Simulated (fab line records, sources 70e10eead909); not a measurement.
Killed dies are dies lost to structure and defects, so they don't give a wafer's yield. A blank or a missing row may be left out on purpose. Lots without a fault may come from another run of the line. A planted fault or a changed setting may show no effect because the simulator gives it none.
Tool commonality check | flow nand_harc | 1 lot, 3 wafers sampled

WHY IT WAS OPENED
At NHARC_END_SORT_01 the reading killed_at_periphery is flagged on 1 of 1 lot. Wafers without a fault read 3.2, standard deviation 2.3.
Rule: a lot is flagged when every wafer of it that has a number lies more than 4 standard deviations from that mean, or none has a number. The other lots count as sound.

lot  | measured     | on        | killed_at_periphery, wafer by wafer | flag
L841 | day 22 10:04 | prober-02 | 654 656 657                         | FLAGGED
The numbers of the flagged lots are 655.7 on average: +652.5 against the usual, or +99 or more standard deviations.

WHICH TOOL RAN EACH LOT
The record holds 4 process steps before the reading, out of a route of 1159 steps. In each cell: the tool, then ch and the chambers that the sampled wafers went through, then the start.
lot  | flag    | NHARC_P_GATE_ETCHBACK_37                     | NHARC_P_GATE_DESCUM_48          | NHARC_P_GATE_STRIP_76               | NHARC_P_GATE_EXPOSE_88
L841 | FLAGGED | rie_diel-07 ch 0,2,3, day 8 12:42 or earlier | rie_diel-02 ch 0,3, day 8 12:42 | plasma_asher-01 ch 0,1, day 8 15:09 | krf_scanner-02 ch 0, day 8 15:55
What these steps do:
- NHARC_P_GATE_ETCHBACK_37: etches the open film in CHF3/O2, target depth 34.5 nm, time 17.2 s.
- NHARC_P_GATE_DESCUM_48: chemistry O2, time 3 s.
- NHARC_P_GATE_STRIP_76: strips in O2.
- NHARC_P_GATE_EXPOSE_88: exposes mask P HVN, target cd 2000 nm.
- NHARC_END_SORT_01

FLAGGED OVER TOTAL, TOOL BY TOOL (the gauges that took the reading come last)
step                     | tool            | lots run | flagged | share of the flagged lots | sound lots run after its first flagged lot
NHARC_P_GATE_ETCHBACK_37 | rie_diel-07     | 1        | 1       | all                       | 0
NHARC_P_GATE_DESCUM_48   | rie_diel-02     | 1        | 1       | all                       | 0
NHARC_P_GATE_STRIP_76    | plasma_asher-01 | 1        | 1       | all                       | 0
NHARC_P_GATE_EXPOSE_88   | krf_scanner-02  | 1        | 1       | all                       | 0
NHARC_END_SORT_01        | prober-02       | 1        | 1       | all                       | 0
NHARC_P_GATE_ETCHBACK_37 gives no start for some lots, so the hours and the order of its lots are those of NHARC_P_GATE_DESCUM_48.

WHAT THE TABLE ALLOWS
5 rows of the table ran every flagged lot: rie_diel-07 at NHARC_P_GATE_ETCHBACK_37, rie_diel-02 at NHARC_P_GATE_DESCUM_48, plasma_asher-01 at NHARC_P_GATE_STRIP_76, krf_scanner-02 at NHARC_P_GATE_EXPOSE_88, prober-02 at NHARC_END_SORT_01.
- rie_diel-07 at NHARC_P_GATE_ETCHBACK_37: 1 of its 1 lot flagged. It ran no sound lot before its first flagged lot in this sample, so the start can't be narrowed down.
- rie_diel-02 at NHARC_P_GATE_DESCUM_48: 1 of its 1 lot flagged. It ran no sound lot before its first flagged lot in this sample, so the start can't be narrowed down.
- plasma_asher-01 at NHARC_P_GATE_STRIP_76: 1 of its 1 lot flagged. It ran no sound lot before its first flagged lot in this sample, so the start can't be narrowed down.
- krf_scanner-02 at NHARC_P_GATE_EXPOSE_88: 1 of its 1 lot flagged. It ran no sound lot before its first flagged lot in this sample, so the start can't be narrowed down.
- prober-02 at NHARC_END_SORT_01: 1 of its 1 lot flagged. It ran no sound lot before its first flagged lot in this sample, so the start can't be narrowed down.
Counting lots can't tell these 5 tools apart, because each fits a fault that began at some hour. More lots, or a look at what each step does to the wafer, might.

WHAT THE SIMULATOR HAD PUT IN
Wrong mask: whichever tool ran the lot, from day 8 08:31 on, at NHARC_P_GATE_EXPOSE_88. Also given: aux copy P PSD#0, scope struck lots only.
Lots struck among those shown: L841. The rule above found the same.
